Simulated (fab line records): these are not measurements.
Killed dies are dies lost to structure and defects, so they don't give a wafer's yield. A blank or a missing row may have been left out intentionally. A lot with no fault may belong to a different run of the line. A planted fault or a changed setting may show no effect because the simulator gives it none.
Which tool is to blame? | flow nandHarc | 33 wafers from 11 lots sampled at 5 of the route's 1302 steps

== WHAT THE GAUGES SHOWED, per wafer ==
NHARC_END_SORT_01.
lot  | measured     | on        | killedAtArray | killedAtOther | killedAtPeriphery | killedDies | killedOpen | killedShort
L695 | day 26 23:28 | prober-02 | 51 50 52      | 1 0 2         | 2 5 1             | 54 55 55   | 4 4 3      | 4 2 2
L697 | day 27 15:32 | prober-02 | 55 53 45      | 1 1 0         | 5 8 2             | 61 62 47   | 5 4 2      | 0 5 0
L699 | day 28 03:49 | prober-02 | 61 52 55      | 0 1 0         | 3 4 4             | 64 57 59   | 4 3 2      | 2 3 2

== WHICH TOOL RAN EACH LOT (tool, then ch and the chambers of the sampled wafers, then the start) ==
lot  | NHARC_A_CHANNEL_HOLE_D2_ETCH_27 | NHARC_A_CHANNEL_HOLE_D2_ETCH_44   | NHARC_A_CHANNEL_HOLE_D2_STRIP_28             | NHARC_A_CHANNEL_FILL_D2_ETCHBACK_19
L691 | harEtch-02 ch 0,1, day 14 04:21 | rieDiel-12 ch 0,1, day 14 05:06   | rieDiel-12 ch 1,2,3, day 15 06:23 or earlier | rieSi-02 ch 0,3, day 15 06:23
L692 | harEtch-02 ch 0,1, day 14 20:34 | rieDiel-02 ch 1,3, day 14 21:20   | rieDiel-02 ch 1,2,3, day 16 01:08 or earlier | rieSi-05 ch 0,1,2, day 16 01:08
L696 | harEtch-02 ch 0,1, day 16 02:08 | rieDiel-02 ch 0,2, day 16 02:52   | rieDiel-02 ch 1,3, day 17 03:23 or earlier   | rieSi-02 ch 1,2, day 17 03:23
L695 | harEtch-01 ch 0,1, day 16 03:40 | rieDiel-02 ch 0,2,3, day 16 04:23 | rieDiel-02 ch 1,2, day 17 03:23 or earlier   | rieSi-04 ch 1,3, day 17 03:23
L697 | harEtch-01 ch 0,1, day 16 18:59 | rieDiel-09 ch 1,2, day 16 19:47   | rieDiel-09 ch 1,2, day 17 21:14 or earlier   | rieSi-05 ch 1,2,3, day 17 21:14
L699 | harEtch-01 ch 0,1, day 17 04:03 | rieDiel-02 ch 1,2,3, day 17 04:46 | rieDiel-02 ch 0,2,3, day 18 06:41 or earlier | rieSi-02 ch 1,2,3, day 18 06:41
L704 | harEtch-02 ch 0,1, day 19 20:46 | rieDiel-02 ch 0,1, day 19 21:25   | rieDiel-02 ch 0,3, day 20 22:56 or earlier   | rieSi-02 ch 1,2,3, day 20 22:56
L705 | harEtch-01 ch 0,1, day 20 07:03 | rieDiel-12 ch 2,3, day 20 07:44   | rieDiel-12 ch 0,1,2, day 21 09:05 or earlier | rieSi-04 ch 0,1,2, day 21 09:05
L706 | harEtch-01 ch 0,1, day 21 02:08 | rieDiel-09 ch 0,1,2, day 21 02:49 | rieDiel-09 ch 1,2,3, day 22 04:17 or earlier | rieSi-02 ch 1,2,3, day 22 04:17
L711 | harEtch-01 ch 0,1, day 22 01:43 | rieDiel-12 ch 1,2,3, day 22 02:25 | rieDiel-12 ch 0,1, day 23 04:35 or earlier   | rieSi-02 ch 0,1,3, day 23 04:35
L712 | harEtch-02 ch 0,1, day 22 21:44 | rieDiel-12 ch 0,2,3, day 22 22:28 | rieDiel-12 ch 1,2,3, day 23 23:44 or earlier | rieSi-04 ch 0,1,2, day 23 23:44
- NHARC_A_CHANNEL_HOLE_D2_ETCH_27: etches the open film in C4F8/O2/Ar, time 90 s, target depth 400 nm.
- NHARC_A_CHANNEL_HOLE_D2_ETCH_44: etches the open film in CF4/O2, target depth 140 nm, overetch 14 nm, time 77 s.
- NHARC_A_CHANNEL_HOLE_D2_STRIP_28: strips in O2.
- NHARC_A_CHANNEL_FILL_D2_ETCHBACK_19: etches the open film in HBr/Cl2, target depth 5 nm, time 1.7 s.

== WHAT THE TOOLS THEMSELVES READ (means of the sampled wafers that have a number; where no wafer has one, the mark that the record gives instead) ==
NHARC_A_CHANNEL_HOLE_D2_ETCH_27.
lot  | tool       | drypumpMotorCurrentA (A) | showerheadPlenumPTorr (Torr) | throttleValvePct (%)
L691 | harEtch-02 | 5.6                      | 3.63                         | 27.624
L692 | harEtch-02 | 5.6                      | 3.58                         | 27.625
L696 | harEtch-02 | 5.5                      | 3.62                         | 27.623
L695 | harEtch-01 | 6.5                      | 3.58                         | 27.611
L697 | harEtch-01 | 6.5                      | 3.65                         | 27.619
L699 | harEtch-01 | 6.5                      | 3.58                         | 27.615
L704 | harEtch-02 | 5.6                      | 3.85                         | 27.612
L705 | harEtch-01 | 6.4                      | 3.62                         | 27.622
L706 | harEtch-01 | 6.5                      | 3.55                         | 27.611
L711 | harEtch-01 | 6.5                      | 3.60                         | 27.620
L712 | harEtch-02 | 5.6                      | 3.72                         | 27.626

NHARC_A_CHANNEL_HOLE_D2_ETCH_44.
lot  | tool       | drypumpMotorCurrentA (A) | oesProductAu (a.u.) | rfVppV (V) | showerheadPlenumPTorr (Torr) | throttleValvePct (%)
L691 | rieDiel-12 | 5.8                      | 0.983               | 197.0      | 1.33                         | 13.392
L692 | rieDiel-02 | 5.8                      | 1.008               | 197.2      | 1.32                         | 13.397
L696 | rieDiel-02 | 5.5                      | 0.995               | 198.5      | 1.36                         | 13.390
L695 | rieDiel-02 | 5.7                      | 1.001               | 198.7      | 1.35                         | 13.407
L697 | rieDiel-09 | 6.1                      | 0.996               | 198.8      | 1.37                         | 13.401
L699 | rieDiel-02 | 5.6                      | 1.006               | 198.4      | 1.34                         | 13.395
L704 | rieDiel-02 | 5.6                      | 1.008               | 198.4      | 1.36                         | 13.391
L705 | rieDiel-12 | 5.7                      | 1.011               | 197.2      | 1.30                         | 13.392
L706 | rieDiel-09 | 6.0                      | 0.991               | 197.0      | 1.34                         | 13.405
L711 | rieDiel-12 | 5.9                      | 1.004               | 197.1      | 1.31                         | 13.394
L712 | rieDiel-12 | 5.8                      | 0.997               | 196.6      | 1.33                         | 13.402

NHARC_A_CHANNEL_HOLE_D2_STRIP_28.
lot  | tool       | drypumpMotorCurrentA (A) | oesProductAu (a.u.) | rfVppV (V) | showerheadPlenumPTorr (Torr) | throttleValvePct (%)
L691 | rieDiel-12 | 5.9                      | 1.001               | 57.5       | 3.47                         | 17.036
L692 | rieDiel-02 | 5.7                      | 1.010               | 56.5       | 3.53                         | 17.034
L696 | rieDiel-02 | 5.6                      | 1.011               | 58.5       | 3.51                         | 17.029
L695 | rieDiel-02 | 5.5                      | 0.996               | 58.1       | 3.58                         | 17.032
L697 | rieDiel-09 | 6.1                      | 1.001               | 57.9       | 3.62                         | 17.033
L699 | rieDiel-02 | 5.7                      | 1.005               | 57.7       | 3.55                         | 17.036
L704 | rieDiel-02 | 5.8                      | 1.013               | 57.6       | 3.56                         | 17.031
L705 | rieDiel-12 | 5.6                      | 0.999               | 56.7       | 3.51                         | 17.037
L706 | rieDiel-09 | 6.2                      | 0.994               | 57.6       | 3.57                         | 17.041
L711 | rieDiel-12 | 5.8                      | 0.992               | 58.3       | 3.52                         | 17.038
L712 | rieDiel-12 | 6.0                      | 1.008               | 57.2       | 3.46                         | 17.036

NHARC_A_CHANNEL_FILL_D2_ETCHBACK_19.
lot  | tool     | drypumpMotorCurrentA (A) | oesProductAu (a.u.) | throttleValvePct (%)
L691 | rieSi-02 | 5.9                      | 0.990               | 26.402
L692 | rieSi-05 | 5.7                      | 1.007               | 26.405
L696 | rieSi-02 | 5.9                      | 0.880               | 26.407
L695 | rieSi-04 | 5.7                      | 1.005               | 26.406
L697 | rieSi-05 | 5.6                      | 1.012               | 26.411
L699 | rieSi-02 | 6.1                      | 0.934               | 26.400
L704 | rieSi-02 | 6.1                      | 0.991               | 26.406
L705 | rieSi-04 | 5.8                      | 0.987               | 26.401
L706 | rieSi-02 | 6.1                      | 0.995               | 26.402
L711 | rieSi-02 | 5.9                      | 0.982               | 26.404
L712 | rieSi-04 | 5.9                      | 0.995               | 26.413

== THE ANSWER, worked out from the rows above alone ==
Rule: the lots themselves supply what counts as usual. Put in order of their means at a reading, lots are off if they are a third of the lots or fewer, leave a main group of 4 or more, and stand apart from it by a gap of 3 or more times the standard deviation of the main group's means; of several such gaps the widest counts. A main group is skipped when, at the precision printed for the reading in the tables above, its means are all equal. Also off: a lot with no number at a reading for which 4 or more lots have one. Any other lot the step has rows for is counted as sound. The gauges are gone through in route order, then the tools' own readings, and for those a lot's mean is taken as printed above. The first step at which some lot is off is used, and at that step the reading that is off furthest; a lot without a number counts as furthest.
Off: L696, L699 (NHARC_A_CHANNEL_FILL_D2_ETCHBACK_19, oesProductAu). Main group: mean 0.996 a.u., sd 0.0094.
A tool fits if, at that step or a process step before it, it ran every lot that is off, and no sound lot after the first of them. With no start given for some of its lots, NHARC_A_CHANNEL_HOLE_D2_STRIP_28 uses the hours and lot order of NHARC_A_CHANNEL_FILL_D2_ETCHBACK_19. Not one of the candidates tried fits.

== WHAT THE SIMULATOR PUT IN ==
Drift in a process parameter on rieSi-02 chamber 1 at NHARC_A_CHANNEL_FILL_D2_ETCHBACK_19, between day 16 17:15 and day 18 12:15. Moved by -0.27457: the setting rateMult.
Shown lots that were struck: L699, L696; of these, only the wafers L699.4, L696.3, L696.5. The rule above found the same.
